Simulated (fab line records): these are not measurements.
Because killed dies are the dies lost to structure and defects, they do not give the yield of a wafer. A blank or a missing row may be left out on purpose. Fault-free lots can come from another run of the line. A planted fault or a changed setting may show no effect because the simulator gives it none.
fab line records	flow n5-finfet
record lots=7	wafers=18	last-day=18
route steps=1938 shown BEOL_M4@1052 PASSIVATION@1936
lots that met no fault: taken from a fault-free run of the same line
start-h: hours from the record's first day to the start of the lot's first wafer shown	wait-h: hours elapsed since this lot's preceding step	" as in the row above	L1.1+2: one row covering several wafers at once	- value missing, or start not given	* or withheld: withheld	< > ~ a bound
route shown NAME@n: names a module that has steps shown in the file, with the first one's number in the route	usual: the fault-free wafers' mean and standard deviation	same: alike in all rows	chamber/n: place in a boat	sites: readings site by site	_std_site: the standard deviation of these	_edge_site: inner sites' mean taken away from outer sites' mean	radius-mm: for every site, how far away it sits from the centre of the wafer	mask NAME#n: copy n	behind: tool/chamber where the wafer was last shaped	hold: the reason the lot was held/the length of the hold in hours/how it ended	device: transistor that didn't switch, given as n, p or np	end of line: at the end of the route, the tests of the same wafers	a step without rows: its recipe alone	killed: dies that structure and defects cost at the first sort, which is not the same as the wafer's yield	map: a wafer's dies, marking killed ones x, the rest . and places with no die _
set.NAME: the run value of the setting; set.NAME@STEP: its run value at that earlier step	model.NAME: the simulator's own value behind a step, which no gauge read
certain route steps with their lots: each step a table, each wafer a row
services: a tool's chamber out of use, with start hour (start-h, from the record's first day; less than 0 if before it), hours out, and reason
## steps
# step N5_BEOL_M4_SOFTBAKE_23
# recipe temp-c=110	time-s=60	resist=CAR-EUV
# step N5_BEOL_M4_EXPOSE_25
# recipe mask-id=V3	na=0.33	source-shape=quasar	sigma-inner=0.2	sigma-outer=0.8	polarization=unpolarized	defocus-nm=5	dose-mj=63
# step N5_BEOL_M4_PEB_26
# recipe peb-temp-c=100	peb-time-s=60	resist=CAR-EUV
# step N5_BEOL_M4_DEVELOP_27
# recipe develop-time-s=30	developer=TMAH	resist=CAR-EUV	rinse-liquid=surfactant-rinse	dry=air-spin	dev-temp-c=23
# step N5_BEOL_M4_CD_MEAS_28
# recipe target-cd-nm=26.2	landing-energy-ev=500	detector=se-inlens	target-cd-y-nm=24.1	polarity=opening
# usual cd-nm=26.14/0.23
lot.wafer	tool	chamber	start-h	wait-h	cd-nm
L761.2	cd-sem-02	0	182.17	-	26.09
L761.4	"	0	"	"	26.36
L761.6	"	0	"	"	26.12
L760.3	cd-sem-03	0	183.91	-	26.15
L760.4	"	0	"	"	25.98
L760.6	"	0	"	"	26.09
L766.2	cd-sem-03	0	244.76	-	25.69
L766.3	"	0	"	"	26.04
L766.6	"	0	"	"	25.88
L769.3	cd-sem-02	0	269.15	-	26.25
L769.5	"	0	"	"	26.12
L769.6	"	0	"	"	26.17
L773.2	cd-sem-01	0	277.10	-	26.25
L773.3	"	0	"	"	26.65
L775.2	cd-sem-01	0	287.63	-	26.27
L775.3	"	0	"	"	25.98
L777.4	cd-sem-02	0	296.09	-	26.21
L777.6	"	0	"	"	26.19
# step N5_BEOL_M4_OVL_MEAS_29
# recipe points-per-wafer=522
# usual V3_OVL=0.2/0.63
lot.wafer	tool	chamber	start-h	wait-h	V3_OVL[nm]
L761.2	overlay-01	0	182.20	0.0	-0.5
L761.4	"	0	"	"	0.2
L761.6	"	0	"	"	-0.1
L760.3	overlay-02	0	183.94	0.0	0.7
L760.4	"	0	"	"	0.4
L760.6	"	0	"	"	0.0
L766.2	overlay-02	0	244.80	0.0	1.3
L766.3	"	0	"	"	0.3
L766.6	"	0	"	"	0.3
L769.3	overlay-02	0	269.19	0.0	-0.1
L769.5	"	0	"	"	-0.5
L769.6	"	0	"	"	0.6
L773.2	overlay-01	0	277.14	0.0	1.5
L773.3	"	0	"	"	1.2
L775.2	overlay-01	0	287.67	0.0	0.5
L775.3	"	0	"	"	1.3
L777.4	overlay-01	0	296.13	0.0	-1.5
L777.6	"	0	"	"	-1.5
# step N5_BEOL_M4_INSPECT_30
# recipe mode=adi	inspect-instrument=brightfield
# usual raw-defect-count=437/93
lot.wafer	tool	chamber	start-h	wait-h	raw-defect-count
L761.2	defect-inspect-01	-	182.26	0.0	389
L761.4	"	-	"	"	346
L761.6	"	-	"	"	384
L760.3	defect-inspect-02	-	183.99	0.0	621
L760.4	"	-	"	"	594
L760.6	"	-	"	"	560
L766.2	defect-inspect-02	-	244.85	0.0	479
L766.3	"	-	"	"	493
L766.6	"	-	"	"	371
L769.3	defect-inspect-02	-	269.24	0.0	419
L769.5	"	-	"	"	407
L769.6	"	-	"	"	447
L773.2	defect-inspect-01	-	277.19	0.0	467
L773.3	"	-	"	"	540
L775.2	defect-inspect-02	-	287.72	0.0	388
L775.3	"	-	"	"	380
L777.4	defect-inspect-02	-	296.18	0.0	504
L777.6	"	-	"	"	399
# step N5_BEOL_M4_DESCUM_33
# recipe chemistry=O2	time-s=7	source-power-w=50	bias-power-w=20	pressure-mtorr=20	rf-frequency-hz=2.712e+07	temp-c=40	resist=CAR-EUV	o2-flow-sccm=225
# usual bias-power-w=20.00/0.058	drypump-motor-current-A=5.5/0.41	oes-product-au=0.85/0.069	rf-vpp-V=243.3/1.5	showerhead-plenum-p-Torr=2.11/0.08	throttle-valve-pct=20.36/0.16
lot.wafer	tool	chamber	start-h	wait-h	bias-power-w	drypump-motor-current-A	oes-product-au	rf-hours-counter-h	rf-vpp-V	showerhead-plenum-p-Torr	throttle-valve-pct
L761.2	rie-diel-03	0	182.29	0.0	20.00	5.4	0.76	134	241.3	2.03	20.57
L761.4	"	1	"	"	19.99	5.3	0.89	37	244.9	2.25	20.23
L761.6	"	0	"	"	19.96	5.4	0.76	-	241.6	2.03	20.56
L760.3	rie-diel-04	2	184.05	0.1	19.90	5.4	0.81	95	244.3	2.10	20.09
L760.4	"	1	"	"	20.04	6.5	0.87	-	241.7	2.04	20.65
L760.6	"	2	"	"	19.95	5.4	0.82	-	245.3	2.11	20.12
L766.2	rie-diel-01	3	244.89	0.0	20.01	5.0	0.87	52	244.7	2.13	20.24
L766.3	"	2	"	"	19.82	5.9	0.96	6	246.0	2.22	20.31
L766.6	"	1	"	"	19.94	5.3	0.88	-	243.7	2.14	20.25
L769.3	rie-diel-04	2	269.27	0.0	20.02	5.4	0.79	121	243.5	2.10	20.13
L769.5	"	1	"	"	20.02	6.5	0.83	-	241.5	2.03	20.71
L769.6	"	0	"	"	19.99	5.1	0.89	-	241.7	2.07	20.53
L773.2	rie-diel-01	0	277.22	0.0	19.97	5.5	0.85	49	242.2	2.04	20.36
L773.3	"	2	"	"	19.97	5.9	0.94	16	243.5	2.22	20.34
L775.2	rie-diel-03	2	287.75	0.0	19.90	5.5	0.73	156	239.6	2.00	20.55
L775.3	"	0	"	"	20.01	5.3	0.74	165	241.6	2.02	20.62
L777.4	rie-diel-01	0	296.21	0.0	19.98	5.5	0.84	56	242.1	2.04	20.35
L777.6	"	3	"	"	20.02	4.9	0.85	-	244.4	2.12	20.26
# step N5_BEOL_M4_ETCH_77
# recipe chemistry=N2/H2	target=underlayer	target-depth-a=65	mask-material=CAR-EUV	time-s=5.2	ion-energy-ev=200	pressure-mtorr=30	source-w=840	bias-w=150	n2-flow-sccm=200	h2-flow-sccm=200	ends=cleared
# usual drypump-motor-current-A=5.5/0.41	etch-rf-on-time-s=5.16/0.14	oes-product-au=0.72/0.062	rf-vpp-V=525/3	showerhead-plenum-p-Torr=2.56/0.097	throttle-valve-pct=17.74/0.21
lot.wafer	tool	chamber	start-h	wait-h	drypump-motor-current-A	etch-rf-on-time-s	oes-product-au	rf-hours-counter-h	rf-vpp-V	showerhead-plenum-p-Torr	throttle-valve-pct
L761.2	rie-diel-03	0	182.32	0.0	5.4	5.33	0.65	134	522	2.45	17.83
L761.4	"	1	"	"	5.3	4.99	0.77	37	528	2.68	17.40
L761.6	"	0	"	"	5.4	5.27	0.65	-	521	2.45	17.82
L760.3	rie-diel-04	2	184.09	0.0	5.4	5.34	0.69	95	524	2.56	17.44
L760.4	"	1	"	"	6.5	5.06	0.74	-	522	2.47	18.12
L760.6	"	2	"	"	5.4	5.36	0.70	-	523	2.56	17.45
L766.2	rie-diel-01	3	244.92	0.0	5.0	5.16	0.74	52	524	2.57	17.53
L766.3	"	2	"	"	5.9	5.05	0.84	6	530	2.71	17.75
L766.6	"	1	"	"	5.2	5.19	0.75	-	525	2.61	17.66
L769.3	rie-diel-04	2	269.30	0.0	5.5	5.37	0.66	121	524	2.55	17.48
L769.5	"	1	"	"	6.5	5.01	0.72	-	522	2.46	18.17
L769.6	"	0	"	"	5.1	5.13	0.76	-	523	2.47	17.58
L773.2	rie-diel-01	0	277.26	0.0	5.5	5.22	0.71	49	522	2.47	17.76
L773.3	"	2	"	"	5.9	5.12	0.81	16	529	2.70	17.77
L775.2	rie-diel-03	2	287.79	0.0	5.6	5.24	0.62	156	521	2.44	18.04
L775.3	"	0	"	"	5.4	5.38	0.62	165	519	2.44	17.87
L777.4	rie-diel-01	0	296.24	0.0	5.5	5.11	0.71	56	522	2.47	17.77
L777.6	"	3	"	"	5.0	5.11	0.72	-	524	2.56	17.58
# step N5_BEOL_M4_ETCH_69
# recipe chemistry=CF4	target=SiARC	target-depth-a=156	mask-material=CAR-EUV	time-s=26	ion-energy-ev=80	pressure-mtorr=40	source-w=545	bias-w=36	Ar_flow_sccm=100	cf4-flow-sccm=100	ends=cleared
# usual drypump-motor-current-A=5.5/0.41	etch-rf-on-time-s=25.7/0.61	oes-product-au=0.72/0.061	rf-vpp-V=184.3/1.2	showerhead-plenum-p-Torr=2.16/0.076	throttle-valve-pct=15.51/0.17
lot.wafer	tool	chamber	start-h	wait-h	drypump-motor-current-A	etch-rf-on-time-s	oes-product-au	rf-hours-counter-h	rf-vpp-V	showerhead-plenum-p-Torr	throttle-valve-pct
L761.2	rie-diel-03	0	182.34	0.0	5.3	26.6	0.65	134	182.9	2.07	15.62
L761.4	"	1	"	"	5.3	25.0	0.78	37	186.1	2.27	15.17
L761.6	"	0	"	"	5.4	26.7	0.65	-	182.3	2.07	15.63
L760.3	rie-diel-04	2	184.11	0.0	5.4	26.8	0.68	95	185.0	2.16	15.30
L760.4	"	1	"	"	6.5	25.3	0.74	-	183.3	2.10	15.83
L760.6	"	2	"	"	5.4	26.9	0.68	-	183.0	2.16	15.29
L766.2	rie-diel-01	3	244.94	0.0	4.9	25.7	0.75	52	184.5	2.18	15.41
L766.3	"	2	"	"	5.9	25.1	0.83	6	185.3	2.28	15.46
L766.6	"	1	"	"	5.2	25.7	0.75	-	184.5	2.19	15.40
L769.3	rie-diel-04	2	269.32	0.0	5.4	26.8	0.67	121	184.5	2.15	15.35
L769.5	"	1	"	"	6.5	25.3	0.72	-	183.2	2.09	15.89
L769.6	"	0	"	"	5.1	25.6	0.77	-	184.4	2.10	15.52
L773.2	rie-diel-01	0	277.27	0.0	5.5	26.3	0.71	49	183.7	2.10	15.53
L773.3	"	2	"	"	6.0	25.4	0.80	16	185.9	2.28	15.46
L775.2	rie-diel-03	2	287.81	0.0	5.5	25.7	0.63	156	183.0	2.05	15.73
L775.3	"	0	"	"	5.4	26.7	0.63	165	184.5	2.06	15.69
L777.4	rie-diel-01	0	296.26	0.0	5.5	26.0	0.71	56	183.4	2.10	15.55
L777.6	"	3	"	"	5.0	25.6	0.73	-	182.3	2.17	15.46
# step N5_BEOL_M4_ALD_98
# recipe material=SiO2	target-thk-a=25	temp-c=100	ald-precursor-family=BDEAS	ald-co-reactant=O2-plasma	pulse-time-s=1	co-reactant-pulse-time-s=1	purge-time-s=2	co-reactant-purge-time-s=2	ald-cycles=17	pressure-torr=2
# usual heater-power-w=79/7.4	precursor-pulse-height-rel=0.998/0.02	susceptor-temp-C=100.00/0.14
lot.wafer	tool	chamber	start-h	wait-h	heater-power-w	precursor-pulse-height-rel	since-wet-clean-h	susceptor-temp-C
L761.2	ald-sin-03	0	182.90	0.5	85	0.975	175	100.04
L761.4	"	3	"	"	76	0.982	175	99.82
L761.6	"	1	"	"	68	1.012	-	99.97
L760.3	ald-sin-03	2	184.45	0.3	80	1.008	177	99.93
L760.4	"	3	"	"	75	1.015	177	99.95
L760.6	"	0	"	"	86	1.015	-	100.01
L766.2	ald-sin-01	0	245.02	0.1	72	0.973	144	100.26
L766.3	"	3	"	"	78	1.006	144	100.11
L766.6	"	3	"	"	78	1.015	-	99.98
L769.3	ald-sin-01	2	270.00	0.6	77	1.037	169	99.79
L769.5	"	2	"	"	80	1.006	-	99.69
L769.6	"	1	"	"	89	1.006	-	99.69
L773.2	ald-sin-01	0	277.48	0.2	72	0.972	176	100.00
L773.3	"	2	"	"	77	1.035	176	99.83
L775.2	ald-sin-02	2	287.91	0.1	97	0.958	6	99.89
L775.3	"	1	"	"	72	1.026	6	100.26
L777.4	ald-sin-01	2	296.54	0.3	77	0.994	195	99.89
L777.6	"	3	"	"	79	0.961	-	99.93
# step N5_BEOL_M4_ETCHBACK_99
# recipe chemistry=CHF3	target=SiO2	target-depth-a=50	time-s=10.4	source-w=215	bias-w=47	Ar_flow_sccm=200	CHF3_flow_sccm=12	ion-energy-ev=100	pressure-mtorr=30
# usual drypump-motor-current-A=5.5/0.41	oes-product-au=0.84/0.073	rf-vpp-V=239/3.9	showerhead-plenum-p-Torr=2.17/0.08	throttle-valve-pct=17.00/0.17
lot.wafer	tool	chamber	start-h	wait-h	drypump-motor-current-A	oes-product-au	rf-hours-counter-h	rf-vpp-V	showerhead-plenum-p-Torr	throttle-valve-pct
L761.2	rie-diel-01	2	187.58	4.6	6.0	0.68	243	231	2.04	17.28
L761.4	"	0	"	"	5.5	0.89	-	243	2.12	16.96
L761.6	"	2	"	"	6.0	0.68	-	233	2.04	17.28
L760.3	rie-diel-01	1	203.54	19.0	5.2	0.92	10	241	2.20	16.82
L760.4	"	3	"	"	4.9	0.90	37	238	2.19	16.83
L760.6	"	2	"	"	5.9	0.67	-	234	2.03	17.28
L766.2	rie-diel-01	0	245.64	0.6	5.5	0.86	38	244	2.11	16.99
L766.3	"	3	"	"	4.9	0.87	52	239	2.18	16.87
L766.6	"	3	"	"	5.0	0.87	-	239	2.18	16.85
L769.3	rie-diel-03	0	270.67	0.6	5.3	0.73	160	248	2.06	17.12
L769.5	"	2	"	"	5.6	0.74	-	237	2.06	17.22
L769.6	"	3	"	"	5.5	0.75	-	235	2.24	16.90
L773.2	rie-diel-03	0	293.63	16.1	5.4	0.73	166	248	2.06	17.10
L773.3	"	3	"	"	5.5	0.75	124	236	2.24	16.91
L775.2	rie-diel-03	3	302.68	14.7	5.5	0.73	127	236	2.24	16.93
L775.3	"	1	"	"	5.3	0.85	75	240	2.28	16.78
L777.4	rie-diel-03	0	313.98	17.4	5.3	0.73	173	248	2.06	17.14
L777.6	"	2	"	"	5.6	0.72	-	236	2.06	17.26
# step N5_BEOL_M4_ETCH_70
# recipe chemistry=N2/H2	target=SOC	target-depth-a=800	overetch-a=240	mask-material=SiARC	temp-c=40	time-s=130	ion-energy-ev=200	pressure-mtorr=30	source-w=840	bias-w=150	n2-flow-sccm=200	h2-flow-sccm=200
# usual drypump-motor-current-A=5.5/0.41	oes-product-au=0.61/0.049	rf-vpp-V=524.4/2.9	showerhead-plenum-p-Torr=2.56/0.098	throttle-valve-pct=17.71/0.22
lot.wafer	tool	chamber	start-h	wait-h	drypump-motor-current-A	oes-product-au	rf-hours-counter-h	rf-vpp-V	showerhead-plenum-p-Torr	throttle-valve-pct	model.SiARC_of_BEOL_M4_COAT_68.thk-nm
L761.2	rie-diel-01	2	187.62	0.0	6.0	0.51	243	518.4	2.39	18.00	6
L761.4	"	0	"	"	5.5	0.65	-	522.6	2.48	17.65	5.8
L761.6	"	2	"	"	5.9	0.51	-	519.4	2.39	18.01	6
L760.3	rie-diel-01	1	203.57	0.0	5.3	0.67	10	525.9	2.61	17.59	5.8
L760.4	"	3	"	"	5.0	0.65	37	524.7	2.57	17.46	5.8
L760.6	"	2	"	"	6.0	0.50	-	519.2	2.39	18.01	6.2
L766.2	rie-diel-01	0	245.67	0.0	5.5	0.62	38	522.4	2.47	17.68	5.8
L766.3	"	3	"	"	5.0	0.63	52	527.8	2.57	17.51	5.8
L766.6	"	3	"	"	5.0	0.65	-	526.3	2.57	17.52	5.8
L769.3	rie-diel-03	0	270.70	0.0	5.3	0.55	160	521.0	2.44	17.80	5.8
L769.5	"	2	"	"	5.6	0.54	-	520.0	2.44	18.01	5.8
L769.6	"	3	"	"	5.5	0.56	-	526.9	2.67	17.67	6.4
L773.2	rie-diel-03	0	293.66	0.0	5.4	0.55	166	520.1	2.44	17.84	6.8
L773.3	"	3	"	"	5.4	0.56	124	529.0	2.66	17.66	6.4
L775.2	rie-diel-03	3	302.71	0.0	5.5	0.55	127	526.9	2.66	17.69	7.2
L775.3	"	1	"	"	5.3	0.62	75	528.0	2.67	17.40	5.6
L777.4	rie-diel-03	0	314.02	0.0	5.4	0.54	173	520.4	2.44	17.85	5.8
L777.6	"	2	"	"	5.6	0.53	-	520.5	2.44	18.03	6.8
# step N5_BEOL_M4_STRIP_71
# recipe chemistry=N2/H2	temp-c=40	n2-flow-sccm=200	h2-flow-sccm=200	rf-frequency-hz=6e+07
# step N5_BEOL_M4_RC_MEAS_101
# usual DIBL_N=36.5/1.9	DIBL_P=36.4/2.2	IOFF_N=0.17/0.034	IOFF_P=0.21/0.036	ION_N=678/12	ION_P=462/7.1	SS_N=71.7/0.61	SS_P=73.4/0.71	VT_N=249/3.5	VT_P=-251/3
lot.wafer	tool	chamber	start-h	wait-h	DIBL_N[mV/V]	DIBL_P[mV/V]	IOFF_N[nA/um]	IOFF_P[nA/um]	ION_N[uA/um]	ION_P[uA/um]	SS_N[mV/dec]	SS_P[mV/dec]	VT_N[mV]	VT_P[mV]
L761.2	prober-01	0	192.88	0.2	34.3	34.1	0.14	0.19	681	467	71.1	72.9	251	-249
L761.4	"	0	"	"	36.2	36.3	0.18	0.21	689	469	70.6	73.3	246	-245
L761.6	"	0	"	"	35.8	35.6	0.17	0.20	679	461	71.6	73.6	249	-247
L760.3	prober-01	0	208.96	0.3	35.2	35.4	0.17	0.22	684	468	71.9	73.3	249	-249
L760.4	"	0	"	"	35.3	35.8	0.17	0.23	677	470	71.5	73.9	246	-249
L760.6	"	0	"	"	35.2	34.8	0.16	0.21	679	466	70.9	72.8	250	-249
L766.2	prober-01	0	250.03	0.2	38.1	37.9	0.17	0.21	663	458	72.2	73.1	252	-248
L766.3	"	0	"	"	39.3	40.2	0.21	0.26	692	477	72.7	73.7	245	-249
L766.6	"	0	"	"	38.5	39.6	0.20	0.23	696	466	72.0	73.6	246	-251
L769.3	prober-01	0	276.82	0.3	36.4	34.9	0.13	0.18	655	452	71.4	73.2	254	-254
L769.5	"	0	"	"	37.6	36.7	0.16	0.20	669	457	71.6	72.9	251	-254
L769.6	"	0	"	"	36.6	35.1	0.14	0.18	679	458	71.3	73.1	249	-255
L773.2	prober-02	0	298.45	0.2	35.8	34.0	0.13	0.17	664	450	72.1	72.6	253	-253
L773.3	"	0	"	"	36.9	36.0	0.17	0.21	697	469	71.6	73.1	244	-248
L775.2	prober-01	0	307.25	0.2	35.0	36.1	0.15	0.18	666	455	71.2	74.0	251	-254
L775.3	"	0	"	"	30.1	30.3	0.09	0.12	664	455	70.3	71.6	258	-260
L777.4	prober-01	0	319.05	0.5	39.7	40.1	0.23	0.30	694	468	72.2	74.4	246	-245
L777.6	"	0	"	"	39.2	39.5	0.22	0.29	694	471	73.3	74.6	245	-248
# step N5_PASSIVATION_PROBE_49
# usual defect-limited-yield=91.0/1.5	killed_at_M0_to_M3=35/11	killed_at_M4_up=13/5	killed-at-contacts=12/5.9	killed-at-front-end=42/13	killed-at-other=3/3.2	killed-dies=106/18	killed-open=69/13	killed-short=35/8.9	sort_bin_5_function=5.2/0.95	sort_bin_6_memory=3.3/0.71	sort_bin_8_speed=0.00/0.016	sort-n-pass=1074/18	sort-yield-pct=91.0/1.5
# same gross-dies=1180	killed-at-back-side=0	sort_bin_4_leakage[%]=0
lot.wafer	tool	chamber	start-h	wait-h	defect-limited-yield[%]	killed_at_M0_to_M3	killed_at_M4_up	killed-at-contacts	killed-at-front-end	killed-at-other	killed-dies	killed-open	killed-short	sort_bin_5_function[%]	sort_bin_6_memory[%]	sort_bin_8_speed[%]	sort-n-pass	sort-yield-pct[%]
L760.3	prober-01	-	323.93	0.1	90.2	27	14	11	62	2	116	78	37	5.7	3.6	0	1064	90.2
L760.4	prober-01	-	323.98	0.2	90.9	33	3	22	48	1	107	76	30	4.6	4.0	0	1073	90.9
L760.6	prober-01	-	324.08	0.3	90.6	27	19	20	43	2	111	69	42	5.1	3.9	0	1069	90.6
L766.2	prober-02	-	363.32	0.1	90.8	54	8	7	34	5	108	67	36	4.7	3.7	0	1072	90.8
L766.3	prober-02	-	363.37	0.1	89.7	65	17	5	30	4	121	72	48	6.0	3.5	0	1059	89.7
L766.6	prober-02	-	363.52	0.3	91.9	42	23	7	18	6	96	54	42	5.3	2.1	0	1084	91.9
L773.2	prober-02	-	420.47	0.1	91.9	54	5	1	34	2	96	54	37	4.7	2.6	0	1084	91.9
L773.3	prober-02	-	420.52	0.1	91.1	41	16	14	33	1	105	69	35	5.1	3.4	0	1075	91.1
L775.2	prober-01	-	425.33	0.1	94.1	20	12	6	29	3	70	41	25	3.6	1.9	0	1110	94.1
L775.3	prober-01	-	425.38	0.1	94.3	14	7	14	27	5	67	51	15	3.6	2.0	0	1113	94.3
L777.4	prober-02	-	434.28	0.2	89.8	31	19	7	47	16	120	84	36	5.8	4.1	0	1060	89.8
L777.6	prober-02	-	434.38	0.3	92.1	26	19	3	40	5	93	50	35	4.8	2.0	0	1087	92.1
# killed by level:class
L760.3 FIN_SAQP:geometric-particle:open=18 FIN_SAQP:geometric-particle:short=15 STI_FIN_REVEAL:geometric-particle:open=11 BEOL_M1:geometric-particle:open=11 MOL_CONTACT_COAG:geometric-particle:open=8 BEOL_M5:geometric-particle:open=6 BEOL_M0_SAQP:geometric-particle:open=5 BEOL_M4:geometric-particle:open=4
L760.4 MOL_CONTACT_COAG:geometric-particle:open=21 STI_FIN_REVEAL:geometric-particle:open=12 FIN_SAQP:geometric-particle:open=11 BEOL_M3:geometric-particle:open=10 FIN_SAQP:geometric-particle:short=8 BEOL_M2:geometric-particle:open=5 BEOL_M0:geometric-particle:open=4 BEOL_M0_SAQP:geometric-particle:short=4
L760.6 FIN_SAQP:geometric-particle:open=14 MOL_CONTACT_COAG:geometric-particle:open=14 FIN_SAQP:geometric-particle:short=10 BEOL_M3:geometric-particle:open=8 MOL_CONTACT_COAG:geometric-particle:short=6 BEOL_M1:geometric-particle:open=6 BEOL_M2:geometric-particle:open=5 BEOL_M4:geometric-particle:open=4
L766.2 BEOL_M0_SAQP:geometric-particle:open=13 BEOL_M0_SAQP:geometric-particle:short=11 BEOL_M2:geometric-particle:short=9 DUMMY_GATE:geometric-particle:open=8 BEOL_M2:geometric-particle:open=6 BEOL_M3:geometric-particle:open=6 MOL_CONTACT_COAG:geometric-particle:open=5 HKMG_FIN:area-etch=5
L766.3 BEOL_M0_SAQP:geometric-particle:short=16 BEOL_M3:geometric-particle:open=13 BEOL_M0_SAQP:geometric-particle:open=11 BEOL_M1:geometric-particle:open=10 GATE_CUT:geometric-particle:short=7 MOL_CONTACT_COAG:geometric-particle:open=5 ILD0:geometric-particle:open=5 BEOL_M1:geometric-particle:short=5
L766.6 BEOL_M0_SAQP:geometric-particle:short=12 BEOL_M2:geometric-particle:short=11 BEOL_M5:geometric-particle:open=9 MOL_CONTACT_COAG:geometric-particle:open=5 BEOL_M3:geometric-particle:open=5 FIN_SAQP:geometric-particle:open=4 BEOL_M0_SAQP:geometric-particle:open=4 BEOL_M6:geometric-particle:open=4
L773.2 BEOL_M0_SAQP:geometric-particle:short=19 BEOL_M3:geometric-particle:open=13 BEOL_M0_SAQP:geometric-particle:open=11 FIN_SAQP:geometric-particle:open=7 FIN_SAQP:geometric-particle:short=6 STI_FIN_REVEAL:geometric-particle:open=5 BEOL_M1:geometric-particle:open=4 HKMG_FIN:area-etch=4
L773.3 BEOL_M0_SAQP:geometric-particle:short=11 MOL_CONTACT_COAG:geometric-particle:open=9 FIN_SAQP:geometric-particle:open=8 BEOL_M0_SAQP:geometric-particle:open=8 BEOL_M3:geometric-particle:open=7 GATE_CUT:geometric-particle:open=6 BEOL_M1:geometric-particle:open=6 STI_FIN_REVEAL:geometric-particle:open=5
L775.2 FIN_SAQP:geometric-particle:short=7 BEOL_M2:geometric-particle:open=7 MOL_CONTACT_COAG:geometric-particle:open=6 STARTING-WAFER:geometric-particle:short=5 STI_FIN_REVEAL:geometric-particle:open=4 BEOL_M3:geometric-particle:open=4 BEOL_M4:geometric-particle:open=4 BEOL_M8:geometric-particle:open=4
L775.3 MOL_CONTACT_COAG:geometric-particle:open=14 FIN_SAQP:geometric-particle:short=7 FIN_SAQP:geometric-particle:open=5 BEOL_M3:geometric-particle:open=4 STI_FIN_REVEAL:geometric-particle:open=3 GATE_CUT:geometric-particle:open=3 BEOL_M2:geometric-particle:open=3 BEOL_M4:geometric-particle:open=3
L777.4 BEOL_M0_SAQP:geometric-particle:open=12 BEOL_M4:geometric-particle:open=11 STI_FIN_REVEAL:geometric-particle:open=10 FIN_SAQP:geometric-particle:open=9 BEOL_M0_SAQP:geometric-particle:short=7 GATE_CUT:geometric-particle:short=6 PASS1_CAP:geometric-particle:open=6 FIN_SAQP:geometric-particle:short=5
L777.6 BEOL_M4:geometric-particle:open=10 GATE_CUT:geometric-particle:short=9 STI_FIN_REVEAL:geometric-particle:open=8 HKMG_FIN:area-etch=6 FIN_SAQP:geometric-particle:open=5 BEOL_M0_SAQP:geometric-particle:short=5 BEOL_M0_SAQP:geometric-particle:open=4 BEOL_M0:geometric-particle:open=4
## services
tool	chamber	start-h	hours	kind
rie-diel-04	2	165.85	1.5	repair
ald-sin-02	1	169.32	4.6	repair
rie-diel-04	0	170.71	17.3	repair
rie-diel-01	3	183.63	4.1	repair
rie-diel-04	0	188.21	-	clean
rie-diel-04	0	188.21	-	consumable-replace:focus-ring
rie-diel-04	0	188.21	24.3	scheduled-down
rie-diel-04	0	188.21	24.3	vent-cycle
rie-diel-01	2	208.41	-	clean
rie-diel-01	2	208.41	-	consumable-replace:focus-ring
rie-diel-01	2	208.41	-	consumable-replace:showerhead
rie-diel-01	2	208.41	16.5	scheduled-down
rie-diel-01	2	208.41	16.5	vent-cycle
ald-sin-03	3	222.60	5.0	repair
rie-diel-01	-	238.21	2.8	pm
rie-diel-01	2	246.55	8.5	repair
ald-sin-03	-	252.95	0.7	repair
ald-sin-01	-	265.40	2.8	repair
ald-sin-02	-	268.25	14.0	pm
ald-sin-01	-	268.57	1.0	repair
ald-sin-03	0	285.69	16.2	repair
rie-diel-01	1	287.24	4.2	repair
ald-sin-03	1	302.39	3.8	repair
rie-diel-03	3	307.29	5.7	repair
## key
first-sign none at tools or gauges
model-effect step=N5_BEOL_M4_ETCH_70	value=SiARC_of_BEOL_M4_COAT_68.thk-nm	without=6	struck=6.933
met-at N5_BEOL_M4_ETCH_70
struck-wafers L773.2,L775.2,L777.6
onset-between 270.70 293.66
fault kind=process-parameter-drift	tool=rie-diel-03	chamber=-	onset-h=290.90	steps=N5_BEOL_M4_ETCH_70	channel=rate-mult	offset=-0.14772	shape=step	end-h=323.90	scope=struck-wafers-only
